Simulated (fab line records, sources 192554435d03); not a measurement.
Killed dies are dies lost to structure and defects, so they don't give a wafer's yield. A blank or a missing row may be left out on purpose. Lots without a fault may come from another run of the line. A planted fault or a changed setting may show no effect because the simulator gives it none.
fab line records | flow n5_finfet | part 1 of 2: steps 1 to 4 of 6
record lots=23 wafers=69 last_day=18
route steps=1938 shown SDB@359 HKMG_FIN@406
lots that met no fault: from a run of the same line without faults
start_h: hours from the record's first day to the start of the lot's first wafer shown | wait_h: hours since the lot's step before | " the same as in the row above | L1.1+2: a row that stands for several wafers | - no value, or no start given | * or withheld: withheld | < > ~ a bound
route shown NAME@n: a module of which the file shows steps, and the number in the route of the first | usual: mean/standard deviation of fault-free wafers | same: alike in all rows | chamber/n: place in a boat | sites: the reading at each site | _std_site: their standard deviation | _edge_site: outer sites' mean less inner sites' | radius_mm: how far each site lies from the wafer's centre | mask NAME#n: copy n | behind: the tool/chamber that last shaped the wafer | hold: why the lot was held/for how many hours/how that ended | device: the transistor (n, p or np) that didn't switch | end of line: the same wafers' tests at the end of the route | a step without rows: its recipe alone | killed: dies lost to structure and defects at the first sort, not the wafer's yield | map: a wafer's dies, x killed, . not, _ none there
set.NAME: the setting as run; set.NAME@STEP: as run at that earlier step | model.NAME: the simulator's own value behind a step, which no gauge read
steps of the route over a sample of lots; a table a step, a row a wafer
services: from which hour (start_h, from the record's first day; less than 0 if before it) a tool's chamber was out of use, for how many hours, and why
## steps
# step N5_SDB_DESCUM_16
# recipe chemistry=O2 time_s=7.9 source_power_w=50 bias_power_w=20 pressure_mtorr=20 rf_frequency_hz=2.712e+07 temp_c=40 resist=CAR-ArF o2_flow_sccm=225
# usual bias_power_w=20.00/0.051 drypump_motor_current_A=5.5/0.54 oes_product_au=0.82/0.068 rf_vpp_V=243.8/1.5 showerhead_plenum_p_Torr=2.14/0.07 throttle_valve_pct=20.50/0.21
# columns lot.wafer tool chamber start_h wait_h bias_power_w drypump_motor_current_A oes_product_au rf_hours_counter_h rf_vpp_V showerhead_plenum_p_Torr throttle_valve_pct
L074.1 rie_diel-01 2 70.70 0.6 19.98 4.9 0.76 135 245.1 2.21 20.73
L074.5 " 2 " " 19.99 5.0 0.76 - 243.7 2.21 20.72
L074.6 " 1 " " 20.00 5.2 0.96 - 242.8 2.16 20.43
L076.1 rie_diel-01 3 79.28 0.3 19.88 5.3 0.74 153 243.7 2.17 20.28
L076.3 " 2 " " 20.05 5.0 0.76 138 244.6 2.21 20.72
L076.6 " 0 " " 19.92 6.4 0.86 - 244.6 2.12 20.10
L075.2 rie_diel-03 3 83.87 0.0 19.94 6.3 0.72 191 242.1 2.01 20.74
L075.4 " 0 " " 20.07 5.7 0.79 - 244.5 2.19 20.37
L075.6 " 2 " " 20.05 5.3 0.81 - 244.3 2.13 20.82
L077.1 rie_diel-01 2 89.26 1.0 19.96 4.9 0.75 142 244.7 2.20 20.73
L077.3 " 1 " " 19.95 5.2 0.94 11 243.3 2.16 20.44
L077.6 " 3 " " 20.04 5.3 0.74 - 244.2 2.16 20.26
L078.3 rie_diel-01 3 92.86 0.4 20.02 5.3 0.73 159 243.7 2.16 20.28
L078.4 " 0 " " 20.06 6.3 0.85 65 243.3 2.11 20.12
L078.5 " 0 " " 20.04 6.4 0.85 - 243.5 2.11 20.11
L079.3 rie_diel-01 1 96.91 0.0 19.94 5.3 0.92 15 244.8 2.16 20.44
L079.4 " 3 " " 19.92 5.3 0.73 161 245.1 2.16 20.28
L079.6 " 2 " " 20.03 5.0 0.75 - 245.0 2.20 20.75
L080.1 rie_diel-01 2 101.63 1.4 19.92 5.0 0.74 148 244.2 2.20 20.75
L080.3 " 0 " " 19.96 6.4 0.86 69 243.9 2.11 20.12
L080.6 " 1 " " 20.02 5.2 0.93 - 244.6 2.15 20.45
L081.2 rie_diel-05 1 106.91 0.8 19.90 5.6 0.87 49 242.3 2.05 20.40
L081.3 " 3 " " 20.06 4.6 0.88 37 244.0 2.23 20.49
L081.5 " 2 " " 19.96 5.6 0.93 - 244.9 2.23 20.34
L082.1 rie_diel-01 0 115.31 0.1 20.03 6.4 0.84 77 241.8 2.11 20.13
L082.2 " 1 " " 19.99 5.2 0.91 25 244.2 2.15 20.46
L082.4 " 3 " " 19.95 5.3 0.74 165 244.1 2.16 20.29
L084.1 rie_diel-03 0 123.68 0.0 20.01 5.7 0.76 120 245.0 2.18 20.41
L084.2 " 2 " " 19.98 5.3 0.78 95 244.7 2.13 20.85
L084.6 " 2 " " 19.94 5.3 0.79 - 242.7 2.13 20.85
L085.2 rie_diel-05 1 134.82 0.0 20.03 5.7 0.86 59 241.3 2.04 20.40
L085.3 " 2 " " 20.00 5.6 0.91 33 245.5 2.22 20.35
L085.6 " 0 " " 20.05 6.2 0.85 - 243.0 2.05 20.78
L086.1 rie_diel-01 1 147.71 0.1 19.98 5.2 0.88 38 243.8 2.15 20.47
L086.3 " 0 " " 20.02 6.4 0.82 90 243.1 2.10 20.16
L086.6 " 1 " " 19.98 5.2 0.88 - 244.4 2.15 20.48
L087.1 rie_diel-03 1 150.62 0.0 20.04 5.2 0.81 103 242.4 2.12 20.50
L087.3 " 0 " " 19.89 5.7 0.75 133 246.3 2.18 20.42
L087.6 " 1 " " 20.01 5.2 0.80 - 243.1 2.12 20.50
L088.2 rie_diel-03 2 152.72 0.0 19.99 5.3 0.77 108 244.2 2.12 20.88
L088.3 " 1 " " 20.04 5.2 0.82 103 243.7 2.12 20.52
L088.5 " 3 " " 20.11 6.4 0.69 - 241.7 2.00 20.80
L090.1 rie_diel-05 2 159.77 0.0 19.98 5.6 0.90 40 245.1 2.22 20.37
L090.4 " 2 " " 19.90 5.6 0.90 - 246.4 2.22 20.36
L090.5 " 1 " " 20.00 5.7 0.85 - 241.7 2.04 20.43
L089.2 rie_diel-05 3 160.68 0.0 19.99 4.6 0.84 56 245.9 2.22 20.51
L089.3 " 2 " " 19.95 5.6 0.89 - 243.8 2.22 20.35
L089.4 " 3 " " 20.02 4.6 0.84 - 244.2 2.22 20.53
L091.3 rie_diel-05 3 170.42 0.0 20.02 4.6 0.85 61 245.1 2.22 20.52
L091.5 " 2 " " 19.96 5.6 0.89 - 245.7 2.22 20.37
L091.6 " 3 " " 19.96 4.6 0.84 - 244.4 2.22 20.55
L092.3 rie_diel-05 2 174.42 0.0 20.08 5.6 0.88 48 245.0 2.22 20.38
L092.4 " 3 " " 20.02 4.6 0.84 - 245.9 2.22 20.55
L092.6 " 1 " " 19.99 5.7 0.85 - 241.6 2.04 20.43
L093.1 rie_diel-01 1 179.11 0.0 20.05 5.2 0.86 49 242.8 2.14 20.49
L093.2 " 0 " " 19.99 6.4 0.80 98 242.3 2.10 20.16
L093.4 " 3 " " 20.17 5.4 0.71 187 244.5 2.15 20.30
L094.1 rie_diel-05 3 186.97 0.0 19.98 4.7 0.83 68 244.4 2.21 20.54
L094.2 " 2 " " 19.89 5.6 0.88 53 244.9 2.21 20.40
L094.5 " 2 " " 19.90 5.6 0.87 - 244.4 2.22 20.38
L095.2 rie_diel-03 0 194.14 0.0 19.99 5.7 0.75 149 244.2 2.17 20.46
L095.3 " 3 " " 20.00 6.3 0.69 242 241.5 1.99 20.82
L095.4 " 2 " " 20.01 5.3 0.75 125 242.5 2.12 20.90
L096.2 rie_diel-05 3 198.91 0.0 20.12 4.6 0.84 71 242.8 2.21 20.54
L096.3 " 1 " " 19.96 5.7 0.84 78 240.4 2.04 20.44
L096.4 " 0 " " 20.05 6.2 0.83 83 242.8 2.05 20.78
L097.2 rie_diel-05 2 207.29 0.3 19.96 5.6 0.87 60 244.5 2.21 20.39
L097.4 " 1 " " 19.96 5.6 0.84 81 243.3 2.03 20.44
L097.5 " 2 " " 19.99 5.6 0.87 - 245.0 2.21 20.39
# step N5_HKMG_FIN_ETCH_58
# recipe chemistry=N2/H2 target=SOC target_depth_a=2158 ion_energy_ev=50 bias_w=13 time_s=741 pressure_mtorr=30 source_w=875 n2_flow_sccm=200 h2_flow_sccm=200
# usual drypump_motor_current_A=5.6/0.51 oes_product_au=0.79/0.066 rf_vpp_V=99.3/0.96 showerhead_plenum_p_Torr=2.58/0.084 throttle_valve_pct=17.88/0.13
# columns lot.wafer tool chamber start_h wait_h drypump_motor_current_A oes_product_au rf_hours_counter_h rf_vpp_V showerhead_plenum_p_Torr throttle_valve_pct
L074.1 rie_diel-05 3 76.66 0.0 4.6 0.87 36 100.0 2.70 17.76
L074.5 " 2 " " 5.6 0.94 - 101.0 2.72 17.81
L074.6 " 1 " " 5.7 0.89 - 98.7 2.49 17.89
L076.1 rie_diel-03 0 86.47 0.0 5.7 0.81 99 100.8 2.68 17.85
L076.3 " 3 " " 6.3 0.73 192 98.8 2.43 18.05
L076.6 " 0 " " 5.7 0.81 - 100.4 2.68 17.84
L075.2 rie_diel-03 2 90.53 0.0 5.3 0.80 77 99.4 2.56 17.93
L075.4 " 2 " " 5.3 0.80 - 98.7 2.56 17.93
L075.6 " 3 " " 6.3 0.72 - 97.6 2.43 18.07
L077.1 rie_diel-03 2 97.09 0.0 5.3 0.79 81 99.5 2.56 17.94
L077.3 " 3 " " 6.3 0.72 200 98.5 2.43 18.07
L077.6 " 2 " " 5.3 0.79 - 99.5 2.56 17.94
L078.3 rie_diel-01 2 99.74 0.0 5.0 0.76 147 98.6 2.63 17.86
L078.4 " 1 " " 5.2 0.92 16 99.0 2.60 17.66
L078.5 " 0 " " 6.4 0.84 - 100.3 2.60 17.71
L079.3 rie_diel-05 1 105.30 0.0 5.7 0.90 48 99.2 2.49 17.91
L079.4 " 3 " " 4.6 0.88 36 100.8 2.70 17.76
L079.6 " 0 " " 6.2 0.84 - 101.1 2.47 17.86
L080.1 rie_diel-01 2 109.63 0.0 4.9 0.76 154 99.6 2.63 17.87
L080.3 " 1 " " 5.3 0.90 23 99.0 2.60 17.65
L080.6 " 0 " " 6.3 0.83 - 98.5 2.59 17.70
L081.2 rie_diel-03 3 112.83 0.0 6.3 0.71 209 97.2 2.43 18.09
L081.3 " 2 " " 5.3 0.79 90 99.9 2.56 17.97
L081.5 " 3 " " 6.3 0.71 - 98.1 2.43 18.10
L082.1 rie_diel-01 1 121.13 0.0 5.2 0.91 27 98.7 2.60 17.66
L082.2 " 2 " " 5.0 0.75 158 98.1 2.62 17.88
L082.4 " 3 " " 5.3 0.73 167 99.4 2.64 17.77
L084.1 rie_diel-03 2 129.54 0.0 5.3 0.78 98 99.7 2.55 17.96
L084.2 " 0 " " 5.7 0.78 123 99.2 2.67 17.87
L084.6 " 2 " " 5.3 0.77 - 99.9 2.55 17.95
L085.2 rie_diel-03 0 140.65 0.0 5.7 0.78 129 98.7 2.67 17.88
L085.3 " 2 " " 5.3 0.77 104 99.4 2.55 17.96
L085.6 " 0 " " 5.7 0.78 - 99.9 2.67 17.88
L086.1 rie_diel-03 1 153.65 0.0 5.2 0.81 104 98.1 2.58 17.88
L086.3 " 0 " " 5.7 0.78 134 100.5 2.67 17.91
L086.6 " 1 " " 5.2 0.82 - 98.7 2.58 17.88
L087.1 rie_diel-03 1 156.78 0.0 5.2 0.81 104 98.4 2.58 17.90
L087.3 " 2 " " 5.3 0.77 110 99.7 2.55 18.00
L087.6 " 0 " " 5.7 0.77 - 100.2 2.67 17.89
L088.2 rie_diel-01 1 158.68 0.0 5.2 0.87 40 99.8 2.59 17.70
L088.3 " 0 " " 6.4 0.80 92 99.5 2.59 17.78
L088.5 " 1 " " 5.2 0.87 - 99.6 2.59 17.69
L090.1 rie_diel-01 1 165.44 0.0 5.2 0.87 44 100.1 2.59 17.69
L090.4 " 3 " " 5.3 0.72 182 99.1 2.63 17.79
L090.5 " 0 " " 6.4 0.80 - 98.2 2.58 17.75
L089.2 rie_diel-05 2 167.18 0.0 5.6 0.91 45 100.2 2.71 17.87
L089.3 " 3 " " 4.6 0.83 60 99.0 2.68 17.79
L089.4 " 2 " " 5.6 0.90 - 100.7 2.71 17.85
L091.3 rie_diel-01 1 176.40 0.0 5.2 0.86 48 99.8 2.59 17.69
L091.5 " 0 " " 6.4 0.80 - 99.7 2.58 17.74
L091.6 " 3 " " 5.3 0.71 - 99.1 2.63 17.80
L092.3 rie_diel-03 2 180.32 0.0 5.3 0.76 119 98.5 2.55 18.01
L092.4 " 0 " " 5.7 0.76 143 100.1 2.66 17.91
L092.6 " 0 " " 5.7 0.77 - 100.0 2.66 17.92
L093.1 rie_diel-03 2 185.52 0.0 5.3 0.76 121 100.2 2.54 18.02
L093.2 " 3 " " 6.3 0.69 239 97.8 2.41 18.14
L093.4 " 0 " " 5.6 0.76 145 101.6 2.66 17.91
L094.1 rie_diel-01 3 193.33 0.0 5.4 0.71 193 97.9 2.63 17.81
L094.2 " 1 " " 5.2 0.85 55 99.3 2.59 17.72
L094.5 " 1 " " 5.2 0.85 - 99.0 2.59 17.72
L095.2 rie_diel-01 2 200.33 0.0 5.0 0.72 187 99.6 2.61 17.91
L095.3 " 3 " " 5.3 0.71 196 99.3 2.63 17.82
L095.4 " 0 " " 6.4 0.78 107 99.7 2.58 17.76
L096.2 rie_diel-01 1 204.70 0.0 5.3 0.85 59 98.6 2.58 17.73
L096.3 " 0 " " 6.4 0.79 108 99.3 2.58 17.75
L096.4 " 3 " " 5.3 0.71 198 97.9 2.63 17.81
L097.2 rie_diel-03 3 213.84 0.0 6.3 0.68 249 98.3 2.41 18.15
L097.4 " 1 " " 5.2 0.78 127 99.9 2.57 17.92
L097.5 " 3 " " 6.3 0.68 - 97.6 2.41 18.17
# step N5_HKMG_FIN_THK_MEAS_70
# recipe thk_meas_gauge=xrf reads=HfO2_of_HKMG_FIN_HK_ALD_01
# usual HK_THK=1.580/0.02
# columns lot.wafer tool chamber start_h wait_h HK_THK[nm]
L076.1 film_metro-01 - 88.79 0.2 1.566
L076.3 " - " " 1.582
L076.6 " - " " 1.566
L075.2 film_metro-01 - 92.63 0.2 1.588
L075.4 " - " " 1.585
L075.6 " - " " 1.574
L077.1 film_metro-02 - 99.31 0.2 1.606
L077.3 " - " " 1.593
L077.6 " - " " 1.647
L078.3 film_metro-01 - 102.06 0.2 1.572
L078.4 " - " " 1.576
L078.5 " - " " 1.589
L074.1 film_metro-02 - 106.85 0.2 1.612
L074.5 " - " " 1.598
L074.6 " - " " 1.622
L079.3 film_metro-01 - 107.78 0.2 1.579
L079.4 " - " " 1.564
L079.6 " - " " 1.576
L080.1 film_metro-02 - 111.73 0.2 1.533
L080.3 " - " " 1.576
L080.6 " - " " 1.571
L081.2 film_metro-02 - 114.99 0.2 1.596
L081.3 " - " " 1.559
L081.5 " - " " 1.579
L082.1 film_metro-01 - 123.27 0.2 1.584
L082.2 " - " " 1.564
L082.4 " - " " 1.576
L084.1 film_metro-01 - 131.64 0.2 1.578
L084.2 " - " " 1.561
L084.6 " - " " 1.580
L085.2 film_metro-01 - 143.03 0.2 1.576
L085.3 " - " " 1.573
L085.6 " - " " 1.597
L086.1 film_metro-02 - 155.75 0.2 1.572
L086.3 " - " " 1.574
L086.6 " - " " 1.625
L087.1 film_metro-01 - 158.95 0.2 1.578
L087.3 " - " " 1.586
L087.6 " - " " 1.593
L088.2 film_metro-01 - 160.80 0.2 1.574
L088.3 " - " " 1.594
L088.5 " - " " 1.576
L090.1 film_metro-02 - 167.60 0.2 1.577
L090.4 " - " " 1.607
L090.5 " - " " 1.586
L089.2 film_metro-01 - 169.34 0.2 1.573
L089.3 " - " " 1.581
L089.4 " - " " 1.570
L091.3 film_metro-02 - 178.52 0.2 1.618
L091.5 " - " " 1.553
L091.6 " - " " 1.615
L092.3 film_metro-01 - 182.73 0.2 1.593
L092.4 " - " " 1.581
L092.6 " - " " 1.579
L093.1 film_metro-01 - 187.62 0.2 1.568
L093.2 " - " " 1.577
L093.4 " - " " 1.583
L094.1 film_metro-02 - 195.48 0.2 1.591
L094.2 " - " " 1.540
L094.5 " - " " 1.545
L095.2 film_metro-02 - 202.51 0.2 1.604
L095.3 " - " " 1.583
L095.4 " - " " 1.563
L096.2 film_metro-01 - 206.88 0.2 1.563
L096.3 " - " " 1.545
L096.4 " - " " 1.534
L097.2 film_metro-02 - 215.95 0.2 1.576
L097.4 " - " " 1.599
L097.5 " - " " 1.588
# step N5_HKMG_FIN_CD_MEAS_12
# recipe target_cd_nm=92.8 landing_energy_ev=500 detector=se_inlens
# usual cd_nm=93.1/0.56
# columns lot.wafer tool chamber start_h wait_h cd_nm
L076.1 cd_sem-01 0 89.54 - 92.5
L076.3 " 0 " " 92.2
L076.6 " 0 " " 92.1
L075.2 cd_sem-02 0 93.50 - 92.8
L075.4 " 0 " " 93.8
L075.6 " 0 " " 93.5
L077.1 cd_sem-02 0 100.18 - 92.5
L077.3 " 0 " " 93.3
L077.6 " 0 " " 92.0
L078.3 cd_sem-03 0 102.93 - 92.9
L078.4 " 0 " " 92.5
L078.5 " 0 " " 93.5
L074.1 cd_sem-03 0 107.72 - 93.0
L074.5 " 0 " " 93.3
L074.6 " 0 " " 93.1
L079.3 cd_sem-02 0 108.53 - 93.1
L079.4 " 0 " " 93.2
L079.6 " 0 " " 93.1
L080.1 cd_sem-02 0 112.60 - 93.9
L080.3 " 0 " " 93.2
L080.6 " 0 " " 93.0
L081.2 cd_sem-02 0 115.74 - 92.4
L081.3 " 0 " " 93.5
L081.5 " 0 " " 92.6
L082.1 cd_sem-03 0 124.02 - 92.5
L082.2 " 0 " " 93.4
L082.4 " 0 " " 92.9
L084.1 cd_sem-01 0 132.51 - 93.3
L084.2 " 0 " " 93.1
L084.6 " 0 " " 93.2
L085.2 cd_sem-03 0 143.91 - 93.2
L085.3 " 0 " " 93.3
L085.6 " 0 " " 92.7
L086.1 cd_sem-03 0 156.50 - 93.5
L086.3 " 0 " " 92.9
L086.6 " 0 " " 92.0
L087.1 cd_sem-01 0 159.84 - 93.8
L087.3 " 0 " " 93.3
L087.6 " 0 " " 92.9
L088.2 cd_sem-02 0 161.69 - 92.9
L088.3 " 0 " " 92.8
L088.5 " 0 " " 93.7
L090.1 cd_sem-02 0 168.48 - 93.6
L090.4 " 0 " " 93.2
L090.5 " 0 " " 92.5
L089.2 cd_sem-02 0 170.09 - 93.3
L089.3 " 0 " " 92.7
L089.4 " 0 " " 93.5
L091.3 cd_sem-03 0 179.27 - 93.8
L091.5 " 0 " " 93.1
L091.6 " 0 " " 93.7
L092.3 cd_sem-02 0 183.60 - 93.5
L092.4 " 0 " " 93.4
L092.6 " 0 " " 94.2
L093.1 cd_sem-01 0 188.49 - 91.9
L093.2 " 0 " " 93.1
L093.4 " 0 " " 94.0
L094.1 cd_sem-02 0 196.36 - 93.0
L094.2 " 0 " " 93.6
L094.5 " 0 " " 92.3
L095.2 cd_sem-01 0 203.38 - 94.1
L095.3 " 0 " " 93.7
L095.4 " 0 " " 94.2
L096.2 cd_sem-02 0 207.75 - 93.2
L096.3 " 0 " " 93.1
L096.4 " 0 " " 93.1
L097.2 cd_sem-03 0 216.83 - 93.4
L097.4 " 0 " " 94.1
L097.5 " 0 " " 93.9
